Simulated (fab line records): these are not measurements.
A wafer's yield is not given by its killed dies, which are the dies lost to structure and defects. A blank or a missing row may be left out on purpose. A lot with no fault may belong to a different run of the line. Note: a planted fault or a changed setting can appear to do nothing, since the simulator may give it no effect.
Comparing a struck lot with a sound one | flow n5Finfet | 16 out of 1938 route steps
Sound: wafers L351.1, L351.5, L351.6. The struck wafers were L360.2, L360.4, L360.5. Last of all comes the cause.
At each step with rows: each side's tool, then ch and its chambers, then its first start. Under that, the readings that differ: sound wafers | struck wafers | difference of the means | sigmas: that difference in standard deviations of wafers without a fault.
alike: same words and numbers on both sides, and readings whose means sit less than 2 such deviations apart. not compared: any withheld reading, any reading some wafer has no value for, any bound like >300 that may hide the same value, and any number with overlapping values for which the record gives no deviation.
The two part at a step that has a row with sigmas, a row that says differs or no value, or rows on one side only. Numbers that have no deviation but don't overlap get no sigmas and don't part them. Lack of a reading on every wafer of one side parts them only where that side has two or more wafers.

N5_GATE_CUT_ETCH_19: etches SiNx in CH3F/O2, target depth 53.7 nm, time 76.7 s.
  sound on rieDiel-05 ch 2,3, day 5 14:53; struck on rieDiel-05 ch 1,2,3, day 7 20:49
  alike: CH3F_flow_sccm, O2_flow_sccm, drypumpMotorCurrentA, etchRfOnTimeS, oes_f_703_au, oesProductAu, rfVppV, showerheadPlenumPTorr, throttleValvePct
  not compared: rfHoursCounterH
then, 1 step without rows for these wafers: N5_GATE_CUT_CUT_ETCH_53 (etches W in SF6/Cl2, target depth 79.2 nm).
N5_GATE_CUT_CUT_ETCH_54: etches TiN in Cl2/BCl3, target depth 96.7 nm.
  sound on rieMetal-03 ch 0,1, day 5 15:03; struck on rieMetal-01 ch 0,1, day 7 20:59
reading           | sound          | struck         | difference | sigmas
etchRfOnTimeS (s) | 36.0 36.0 35.7 | 36.8 37.1 36.5 | +0.9       | +2
  alike: drypumpMotorCurrentA, heBacksideLeakSccm, oesProductAu, throttleValvePct
  not compared: rfHoursCounterH
N5_GATE_CUT_CUT_ETCH_55: etches HfO2 in BCl3, target depth 3.2 nm.
  sound on rieMetal-03 ch 0,1, day 5 15:07; struck on rieMetal-01 ch 0,1, day 7 21:02
  alike: drypumpMotorCurrentA, heBacksideLeakSccm, oesProductAu, throttleValvePct
  not compared: rfHoursCounterH
N5_GATE_CUT_ETCH_47: etches SiO2 in Cl2/BCl3, target depth 10 nm.
  sound on rieMetal-03 ch 0,1, day 5 15:08; struck on rieMetal-01 ch 0,1, day 7 21:04
  alike: drypumpMotorCurrentA, heBacksideLeakSccm, oesProductAu, throttleValvePct
  not compared: rfHoursCounterH
N5_GATE_CUT_VAPOR_ETCH_48: etches TiN in BCl3/Cl2.
  sound on rieMetal-03 ch 0,1, day 5 15:10; struck on rieMetal-01 ch 0,1, day 7 21:06
  alike: drypumpMotorCurrentA, heBacksideLeakSccm, oesProductAu
then, 6 steps without rows for these wafers: N5_GATE_CUT_VAPOR_ETCH_49 (etches TiAlC in BCl3/Cl2); N5_GATE_CUT_VAPOR_ETCH_51 (etches HfO2 in BCl3/Cl2); N5_GATE_CUT_STRIP_21 (strips in N2/H2, time 30 s); N5_GATE_CUT_STRIP_29 (strips in post etch residue remover, time 60 s); N5_GATE_CUT_SRD_52 (time 30 s); N5_GATE_CUT_ALD_22 (deposits SiNx, target thk 16 nm, pulse time 1 s, ald cycles 320).
N5_GATE_CUT_CMP_23: polishes, stops on SiO2, t overpolish 23.4 s, target thk 16 nm.
  sound on cmp-04 ch 0,3, day 5 16:58; struck on cmp-01 ch 1,2,3, day 7 22:56
reading               | sound             | struck            | difference | sigmas
headPressurePsi (psi) | 2.501 2.498 2.501 | 2.615 2.619 2.620 | +0.118     | +22
  alike: motorCurrentA, overpolishRunS, timeToEndpointS
N5_GATE_CUT_THK_MEAS_24:
  sound: filmMetro-02 at day 5 17:13; struck: filmMetro-02 at day 7 23:09
  alike: GC_FILL_THK
-- the record jumps here: 4 days lie between the struck wafers' starts before and after (it left off in module GATE_CUT and takes up again in module BEOL_M4, whose first step shown is number 1111 of the route) --
N5_BEOL_M4_RC_MEAS_101:
  sound on prober-01 ch 0, day 9 03:16; struck on prober-01 ch 0, day 11 15:10
  alike: DIBL_N, DIBL_P, IOFF_N, IOFF_P, ION_N, ION_P, SS_N, SS_P, VT_N, VT_P
N5_PASSIVATION_PROBE_49:
  the record holds rows for the sound wafers here (prober-01, day 14 00:18) but none for the struck ones

WHERE THEY PART
First at N5_GATE_CUT_CUT_ETCH_54; last, within this record, at N5_PASSIVATION_PROBE_49.

WHY: what the simulator had put in
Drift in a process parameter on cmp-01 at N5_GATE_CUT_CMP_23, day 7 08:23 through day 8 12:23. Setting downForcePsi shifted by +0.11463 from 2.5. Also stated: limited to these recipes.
